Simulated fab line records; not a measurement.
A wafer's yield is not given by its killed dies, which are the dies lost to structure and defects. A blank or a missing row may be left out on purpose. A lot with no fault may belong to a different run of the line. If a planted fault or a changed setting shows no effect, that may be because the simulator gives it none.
A struck lot beside a sound one	flow n5_finfet	39 steps out of a route of 1938
Sound: these wafers, L307.1, L307.3, L307.4. Struck: wafer L311.1 (left out: L311.5, a lot-mate that was not struck); the cause follows at the end.
For every step that has rows: the tool of each side, followed by ch and its chambers, followed by its first start. Under that, the readings that differ: sound wafers	struck wafers	difference of the means	sigmas: that difference in standard deviations of wafers without a fault.
alike: readings whose means differ by less than 2 such deviations, and words and numbers that are the same on both sides. not compared: withheld readings, readings that some wafer has no value for, bounds like >300 that may hide the same value, and numbers for which the record gives no deviation and whose values overlap.
The two part at a step that has a row with sigmas, a row that says differs or no value, or rows on one side only. Numbers that don't overlap but have no deviation are shown without sigmas and don't part them. A reading missing from all wafers of one side parts the sides only when that side holds two or more wafers.

first, 9 steps without rows for these wafers: N5_BEOL_M1_COAT_22 (resist thk 30 nm); N5_BEOL_M1_EBR_24; N5_BEOL_M1_SOFTBAKE_23 (time 60 s); N5_BEOL_M1_EXPOSE_25 (exposes mask V0, defocus 5 nm, target cd 24 nm); N5_BEOL_M1_PEB_26 (peb time 60 s); N5_BEOL_M1_DEVELOP_27 (develop time 30 s); N5_BEOL_M1_DESCUM_33 (chemistry O2, time 7 s); N5_BEOL_M1_ETCH_77 (etches underlayer in N2/H2, target depth 6.5 nm, time 5.2 s); N5_BEOL_M1_ETCH_69 (etches SiARC in CF4, target depth 15.6 nm, time 26 s).
N5_BEOL_M1_ALD_98: deposits SiO2, target thk 2.5 nm, pulse time 1 s, co reactant pulse time 1 s.
  sound on ald_sin-03 ch 0,2,3, day 7 04:41; struck on ald_sin-03 ch 2, day 8 04:42
reading	sound	struck	difference	sigmas
ald_cycles	17 17 17	12	-5	
model.SiO2_of_BEOL_M1_ALD_98.thk_nm (nm)	2.4 2.4 2.4	1.8	-0.6	
  alike: heater_power_w, precursor_pulse_height_rel
then, 4 steps without rows for these wafers: N5_BEOL_M1_ETCHBACK_99 (etches SiO2 in CHF3, target depth 5 nm, time 10.4 s); N5_BEOL_M1_ETCH_70 (etches SOC in N2/H2, target depth 80 nm, overetch 16 nm, time 120 s); N5_BEOL_M1_STRIP_71 (strips in N2/H2); N5_BEOL_M1_STRIP_78 (strips in N2/H2).
N5_BEOL_M1_VIA_ETCH_34: etches the open film in C4F6/O2, target depth 67.8 nm, time 64.4 s.
  sound on rie_diel-01 ch 0,1,3, day 7 05:30; struck on rie_diel-03 ch 3, day 8 06:56
reading	sound	struck	difference	sigmas
rf_hours_counter_h (h)	134 164 75	200	+76	
model.BEOL_M1.cd_nm (nm)	17.8 17.8 18.2	19.6	+1.7	
  alike: drypump_motor_current_A, oes_ar_750_au, oes_product_au, rf_vpp_V, showerhead_plenum_p_Torr, throttle_valve_pct
then, 22 steps without rows for these wafers: N5_BEOL_M1_STRIP_83 (strips in C4F6/O2); N5_BEOL_M1_STRIP_36 (strips in N2/H2); N5_BEOL_M1_TRENCH_ETCH_37 (etches SiOC in C4F6/O2, target depth 55.207 nm, time 29 s); N5_BEOL_M1_ETCH_41 (etches SiCN in CH3F/O2, target depth 31.9 nm, time 57.8 s); N5_BEOL_M1_STRIP_97 (strips in N2/H2, time 10 s); N5_BEOL_M1_HM_STRIP_39 (strips TiN in peroxide tin strip, target depth 25 nm, time 158 s); N5_BEOL_M1_SRD_40 (time 30 s); N5_BEOL_M1_PRECLEAN_42 (cleans in residue remover, time 60 s); N5_BEOL_M1_SRD_43 (time 30 s); N5_BEOL_M1_DEGAS_44 (time 60 s); N5_BEOL_M1_PRE_CLEAN_45 (time 30 s); N5_BEOL_M1_ALD_84 (deposits TaN, pulse time 2 s, purge time 3 s, co reactant purge time 2 s); N5_BEOL_M1_SURFACE_TREAT_85; N5_BEOL_M1_CVD_47 (deposits Co from CCTBA/H2, target thk 3 nm, time 223.8 s); N5_BEOL_M1_SPUTTER_48 (material Cu, target thk 4.5 nm, time 8.29 s); N5_BEOL_M1_ANNEAL_49 (time 240 s); N5_BEOL_M1_SPUTTER_79 (material Cu, target thk 4.5 nm, time 8.29 s); N5_BEOL_M1_ANNEAL_80 (time 240 s); N5_BEOL_M1_SPUTTER_81 (material Cu, target thk 4.5 nm, time 8.29 s); N5_BEOL_M1_ANNEAL_82 (time 240 s); N5_BEOL_M1_SPUTTER_86 (material Cu, target thk 4.5 nm, time 8.29 s); N5_BEOL_M1_ANNEAL_87 (time 240 s).
N5_BEOL_M4_RC_MEAS_101:
  sound on prober-01 ch 0, day 8 18:53; struck on prober-01 ch 0, day 10 01:59
reading	sound	struck	difference	sigmas
CHAIN_V0 (ohm/link)	236 242 236	209	-29	-4
  alike: DIBL_N, DIBL_P, IOFF_N, IOFF_P, ION_N, ION_P, SS_N, SS_P, VT_N, VT_P
-- a jump in the record: the struck wafers' starts before and after are 4 days apart (it breaks off in module BEOL_M4 and resumes in module PASSIVATION, where the first step shown is number 1936 of the route) --
N5_PASSIVATION_PROBE_49:
  record: rows for the struck wafers here (prober-02, day 14 09:30), none for the sound ones

== WHERE THEY PART ==
Earliest at N5_BEOL_M4_RC_MEAS_101; latest, in this record, at N5_PASSIVATION_PROBE_49.

WHY: whatever the simulator had introduced
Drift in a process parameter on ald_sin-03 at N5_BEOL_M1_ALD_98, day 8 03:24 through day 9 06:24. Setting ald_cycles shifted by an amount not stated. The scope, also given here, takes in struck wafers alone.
